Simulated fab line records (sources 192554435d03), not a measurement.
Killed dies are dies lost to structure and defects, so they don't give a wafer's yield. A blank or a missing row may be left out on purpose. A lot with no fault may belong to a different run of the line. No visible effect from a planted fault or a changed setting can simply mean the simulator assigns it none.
Which tool is to blame? -- flow n5-finfet -- 11 lots, 28 wafers sampled, at 2 steps of a route of 1938

== WHAT EACH GAUGE READ, for each wafer ==
N5_BEOL_M8_THK_MEAS_01.
lot,measured,on,M8_ILD_THK (nm)
L995,day 9 01:18,film-metro-01,152.2 152.1
L994,day 9 06:37,film-metro-01,154.6 159.0
L996,day 9 18:41,film-metro-01,155.5 156.1
L100,day 10 12:05,film-metro-01,153.2 154.0 154.6
L101,day 10 12:56,film-metro-01,158.5 159.2 159.3
L102,day 10 20:56,film-metro-02,155.1 155.5 156.5
L106,day 12 15:29,film-metro-02,152.4 156.6
L109,day 13 09:08,film-metro-01,154.6 154.8 158.8
L111,day 13 09:41,film-metro-02,154.9 153.1 155.5
L112,day 13 12:53,film-metro-01,155.8 157.3 158.5
L116,day 14 18:22,film-metro-02,156.6 158.0

== TOOL THAT RAN EACH LOT (tool first, then ch and the chambers of the sampled wafers, then the start) ==
lot,N5_BEOL_M8_ILD_DEP_00
L995,"pecvd-04 ch 0,2, day 9 00:44"
L994,"pecvd-03 ch 1,2, day 9 06:02"
L996,"pecvd-03 ch 2, day 9 18:03"
L100,"pecvd-01 ch 0,1,2, day 10 11:05"
L101,"pecvd-01 ch 0,2, day 10 12:21"
L102,"pecvd-01 ch 0,2, day 10 20:22"
L106,"pecvd-04 ch 0,1, day 12 14:54"
L109,"pecvd-04 ch 0,2, day 13 08:33"
L111,"pecvd-03 ch 0,1, day 13 09:06"
L112,"pecvd-03 ch 0,1, day 13 12:19"
L116,"pecvd-04 ch 1,2, day 14 17:48"
- N5_BEOL_M8_ILD_DEP_00: deposits SiCOH lowk from DEMS/porogen, target thk 179.75 nm, time 33.4 s.

== THE ANSWER, worked out from the rows above alone ==
Rule: the usual values come from the lots themselves. The widest of any qualifying gaps counts: lots, ordered by their means at a reading, are off when they make up no more than a third of the lots, leave a main group of 4 or more, and stand apart from it by 3 or more times the standard deviation of that group's means. If all means in a main group match to the digits the tables above print for the reading, that group is not used. A lot without any number at a reading at which 4 lots or more have one is off too. All remaining lots with rows at the step are treated as sound.
Across all readings shown, no lot is off: no conclusion can be drawn from this.

== WHAT THE SIMULATOR HAD INSERTED ==
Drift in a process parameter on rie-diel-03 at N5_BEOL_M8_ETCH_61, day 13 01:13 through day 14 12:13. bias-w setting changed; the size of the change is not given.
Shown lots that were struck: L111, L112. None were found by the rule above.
